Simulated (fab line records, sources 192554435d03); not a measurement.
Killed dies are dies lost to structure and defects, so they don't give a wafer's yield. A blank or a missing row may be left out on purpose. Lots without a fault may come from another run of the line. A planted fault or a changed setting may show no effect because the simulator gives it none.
Chamber matching | flow n5_finfet | N5_BEOL_M7_ETCH_66 on rie_diel-05: 4 sister chambers
The step etches SOC in N2/H2, target depth 80 nm, overetch 16 nm, time 120 s. 4 wafers are shown with their chamber, then 10 later ones without.

WAFERS WITH THEIR CHAMBER
wafer  | chamber | showerhead_plenum_p_Torr (Torr)
L084.1 | 2       | 2.56
L084.2 | 1       | 2.55
L084.4 | 3       | 2.61
L084.5 | 0       | 2.45

WAFERS WITHOUT THEIR CHAMBER
wafer  | showerhead_plenum_p_Torr (Torr)
L084.6 | 2.55
L087.2 | 2.45
L087.5 | 2.56
L087.6 | 2.55
L089.1 | 2.55
L089.2 | 2.56
L089.6 | 2.45
L096.1 | 2.55
L096.5 | 2.55
L096.6 | 2.60

WHICH CHAMBER EACH WENT THROUGH
wafer  | from the rows above | in truth
L084.6 | 1                   | 1
L087.2 | 0                   | 0
L087.5 | 2                   | 2
L087.6 | 1                   | 1
L089.1 | 1                   | 1
L089.2 | 2                   | 2
L089.6 | 0                   | 0
L096.1 | 1                   | 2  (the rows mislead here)
L096.5 | 1                   | 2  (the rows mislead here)
L096.6 | 3                   | 3
Placed correctly: 8 of 10. Can't be placed from these rows: 0. Placed wrongly: 2.
How it was worked out, from the rows above alone: a wafer's distance from a chamber is the root of the sum, over the readings, of the square of ((its reading less the chamber's mean) divided by the reading's scatter). The wafer belongs to the nearest chamber; if the next one is less than 2 further off, it can't be placed. A chamber's mean is the mean of its shown wafers. The scatter: with one shown wafer a chamber, the root of the mean of the squares of how far each hidden wafer lies from its nearest shown one.
